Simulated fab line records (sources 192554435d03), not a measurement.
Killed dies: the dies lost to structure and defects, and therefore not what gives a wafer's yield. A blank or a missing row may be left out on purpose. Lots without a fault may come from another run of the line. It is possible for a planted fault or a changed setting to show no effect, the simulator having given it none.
What tool caused it?    flow n5-finfet    33 wafers from 11 lots sampled at 5 of the route's 1938 steps

WHAT THE GAUGES READ, wafer by wafer
N5_BEOL_M3_CD_MEAS_35: target cd 18 nm, target cd y 21 nm.
lot   measured      on         cd-nm (nm)
L833  day 7 04:52   cd-sem-01  17.8 17.8 17.8
L835  day 7 22:36   cd-sem-01  17.5 17.9 17.7
L837  day 8 19:18   cd-sem-01  18.1 18.0 18.1
L836  day 9 07:58   cd-sem-01  17.7 18.5 17.3
L842  day 9 23:25   cd-sem-01  18.1 18.1 17.6
L846  day 10 18:30  cd-sem-02  17.9 18.1 17.4
L845  day 10 22:59  cd-sem-01  18.5 17.9 17.7
L850  day 12 07:46  cd-sem-01  17.9 17.8 17.6
L851  day 12 11:33  cd-sem-02  18.5 18.4 18.1
L855  day 12 22:04  cd-sem-03  18.4 18.1 18.3
L856  day 13 15:41  cd-sem-01  18.1 18.2 17.8

N5_BEOL_M4_RC_MEAS_101.
lot   measured      on         DIBL_N (mV/V)   DIBL_P (mV/V)   IOFF_N (nA/um)     IOFF_P (nA/um)  ION_N (uA/um)  ION_P (uA/um)  SS_N (mV/dec)   SS_P (mV/dec)   VT_N (mV)          VT_P (mV)
L833  day 8 02:21   prober-01  37.2 36.6 35.3  38.5 37.3 36.4  0.169 0.150 0.137  0.23 0.21 0.20  681 676 661    466 467 457    71.4 71.6 71.5  72.8 72.7 73.0  246.2 249.8 251.9  -249 -251 -252
L835  day 8 19:53   prober-01  34.6 35.1 35.3  34.8 34.9 35.1  0.128 0.132 0.137  0.16 0.17 0.17  665 662 668    455 453 455    71.2 71.7 71.2  72.0 72.3 71.9  251.3 251.7 253.9  -256 -253 -254
L837  day 9 17:05   prober-01  36.7 36.6 36.4  36.7 36.2 36.4  0.185 0.163 0.179  0.25 0.23 0.25  695 679 695    475 466 477    72.2 71.9 71.0  73.9 72.6 72.6  247.5 250.2 246.5  -249 -249 -246
L836  day 9 23:38   prober-01  36.5 37.5 36.6  35.2 37.4 34.6  0.145 0.176 0.138  0.20 0.24 0.19  677 690 674    465 477 460    71.7 71.7 71.2  73.1 73.4 73.4  253.5 246.0 252.7  -251 -247 -251
L842  day 10 16:16  prober-01  34.2 34.5 35.3  35.7 36.1 37.5  0.151 0.159 0.177  0.23 0.23 0.26  686 670 692    468 470 475    71.2 71.8 71.6  72.6 72.4 72.8  248.1 245.6 247.1  -247 -248 -246
L846  day 11 12:14  prober-01  34.5 34.2 33.8  34.8 34.3 34.0  0.155 0.146 0.141  0.19 0.18 0.17  679 681 670    468 459 459    71.6 70.7 71.5  73.8 72.8 72.9  249.4 247.7 248.8  -252 -255 -256
L845  day 12 05:26  prober-01  37.2 35.8 36.2  37.3 36.4 36.6  0.182 0.173 0.173  0.25 0.24 0.23  680 680 677    475 472 465    71.3 71.3 71.1  73.5 73.9 72.8  248.5 249.2 247.7  -246 -245 -246
L850  day 13 11:38  prober-02  35.0 35.3 34.5  35.0 35.0 33.3  0.143 0.149 0.137  0.25 0.23 0.21  674 677 687    464 472 473    72.2 71.7 71.4  73.6 73.6 73.2  251.8 252.1 250.9  -248 -247 -248
L851  day 13 11:45  prober-01  35.0 35.9 35.8  33.2 34.8 34.6  0.123 0.141 0.130  0.15 0.17 0.17  654 665 650    443 450 442    70.7 71.5 71.2  73.8 73.9 73.9  256.3 254.5 257.1  -256 -258 -256
L855  day 13 19:12  prober-01  35.7 37.4 36.5  36.1 37.9 36.6  0.147 0.182 0.170  0.25 0.28 0.26  673 675 667    469 473 464    71.2 71.5 71.8  73.3 74.0 73.9  249.2 246.1 247.4  -246 -245 -246
L856  day 14 19:49  prober-02  38.2 34.8 39.5  39.2 34.9 40.7  0.187 0.119 0.208  0.29 0.20 0.34  688 665 685    471 470 478    71.6 70.4 71.7  74.1 72.6 74.1  249.0 251.8 247.2  -242 -248 -243

TOOL THAT RAN EACH LOT (tool first, then ch and the chambers of the sampled wafers, then the start)
lot   N5_BEOL_M3_CVD_47                 N5_BEOL_M3_SPUTTER_48         N5_BEOL_M3_ANNEAL_80
L833  cvd-co-02 ch 1,2, day 7 05:22     pvd-sputter-02, day 7 05:41   pvd-sputter-02, day 7 05:59
L835  cvd-co-02 ch 0,2, day 7 23:13     pvd-sputter-02, day 7 23:23   pvd-sputter-02, day 7 23:41
L837  cvd-co-02 ch 0,1,2, day 8 22:32   pvd-sputter-01, day 8 22:43   pvd-sputter-01, day 8 23:01
L836  cvd-co-01 ch 0,2, day 9 08:40     pvd-sputter-02, day 9 09:59   pvd-sputter-02, day 9 10:17
L842  cvd-co-01 ch 0,1,2, day 10 02:30  pvd-sputter-02, day 10 02:43  pvd-sputter-02, day 10 03:01
L846  cvd-co-02 ch 0,2, day 10 20:43    pvd-sputter-01, day 10 21:04  pvd-sputter-01, day 10 21:22
L845  cvd-co-02 ch 1,2, day 11 00:00    pvd-sputter-03, day 11 01:45  pvd-sputter-03, day 11 02:03
L850  cvd-co-01 ch 0,2, day 12 08:46    pvd-sputter-03, day 12 08:56  pvd-sputter-03, day 12 09:14
L851  cvd-co-01 ch 0,2, day 12 12:29    pvd-sputter-02, day 12 12:40  pvd-sputter-02, day 12 12:58
L855  cvd-co-01 ch 1,2, day 13 00:56    pvd-sputter-03, day 13 01:07  pvd-sputter-03, day 13 01:25
L856  cvd-co-01 ch 0,2, day 13 16:42    pvd-sputter-02, day 13 16:56  pvd-sputter-02, day 13 17:14
- N5_BEOL_M3_CVD_47: deposits Co from CCTBA/H2, target thk 3 nm, time 223.8 s.
- N5_BEOL_M3_SPUTTER_48: material Cu, target thk 4.5 nm, time 8.29 s.
- N5_BEOL_M3_ANNEAL_80: time 240 s.

AS READ BY THE TOOLS THEMSELVES (means over the sampled wafers that have a number; for cases with no such wafer, the mark the record gives instead)
N5_BEOL_M3_CVD_47.
lot   tool       run-length-s (s)
L833  cvd-co-02  246.1
L835  cvd-co-02  245.8
L837  cvd-co-02  246.3
L836  cvd-co-01  246.3
L842  cvd-co-01  246.5
L846  cvd-co-02  332.5
L845  cvd-co-02  289.3
L850  cvd-co-01  246.3
L851  cvd-co-01  246.3
L855  cvd-co-01  246.7
L856  cvd-co-01  246.4

N5_BEOL_M3_SPUTTER_48.
lot   tool            chamber-pressure-pa (Pa)  throttle-valve-pct (%)
L833  pvd-sputter-02  0.07                      28.5
L835  pvd-sputter-02  0.07                      29.6
L837  pvd-sputter-01  0.07                      29.8
L836  pvd-sputter-02  0.07                      29.9
L842  pvd-sputter-02  0.07                      29.4
L846  pvd-sputter-01  0.07                      30.5
L845  pvd-sputter-03  0.07                      29.4
L850  pvd-sputter-03  0.07                      29.4
L851  pvd-sputter-02  0.07                      28.4
L855  pvd-sputter-03  0.07                      28.9
L856  pvd-sputter-02  0.07                      29.2

N5_BEOL_M3_ANNEAL_80.
lot   tool            heater-power-w (W)
L833  pvd-sputter-02  829
L835  pvd-sputter-02  786
L837  pvd-sputter-01  658
L836  pvd-sputter-02  783
L842  pvd-sputter-02  859
L846  pvd-sputter-01  746
L845  pvd-sputter-03  774
L850  pvd-sputter-03  778
L851  pvd-sputter-02  857
L855  pvd-sputter-03  835
L856  pvd-sputter-02  824

THE ANSWER, worked out from the rows above alone
Rule: usual is defined by the lots themselves. The widest of any qualifying gaps counts: lots, ordered by their means at a reading, are off when they make up no more than a third of the lots, leave a main group of 4 or more, and stand apart from it by 3 or more times the standard deviation of that group's means. The tables above print the reading to a certain number of digits; a main group whose means all agree to those digits is not used. Also off: a lot with no number at a reading for which 4 or more lots have one. All remaining lots with rows at the step are treated as sound. The gauges are gone through in route order, then the tools' own readings, and for those a lot's mean is taken as printed above. At the first step where some lot is off, the reading lying furthest off is the one used; lots without a number count as furthest.
Off: L846, L845, at N5_BEOL_M3_CVD_47 (run-length-s). The main group: mean 246.3 s, standard deviation 0.24.
If a tool, at that step or one of the process steps before it, ran each lot that is off and ran no sound lot following the first of them, it fits. One fits: cvd-co-02 at N5_BEOL_M3_CVD_47. A fault onset in the window from L837 (day 8 22:32, its last sound lot) to L846 (day 10 20:43, its first lot off) fits.
On the lots that are off, the tool's own readings at N5_BEOL_M3_CVD_47 differ by more than 5 times the standard deviation of the sound lots' means, which bears it out; run-length-s reads 310.9 s there versus 246.3 s on the sound lots.

WHAT HAD BEEN PUT IN BY THE SIMULATOR
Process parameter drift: cvd-co-02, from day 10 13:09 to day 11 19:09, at N5_BEOL_M3_CVD_47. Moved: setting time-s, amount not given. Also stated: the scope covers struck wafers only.
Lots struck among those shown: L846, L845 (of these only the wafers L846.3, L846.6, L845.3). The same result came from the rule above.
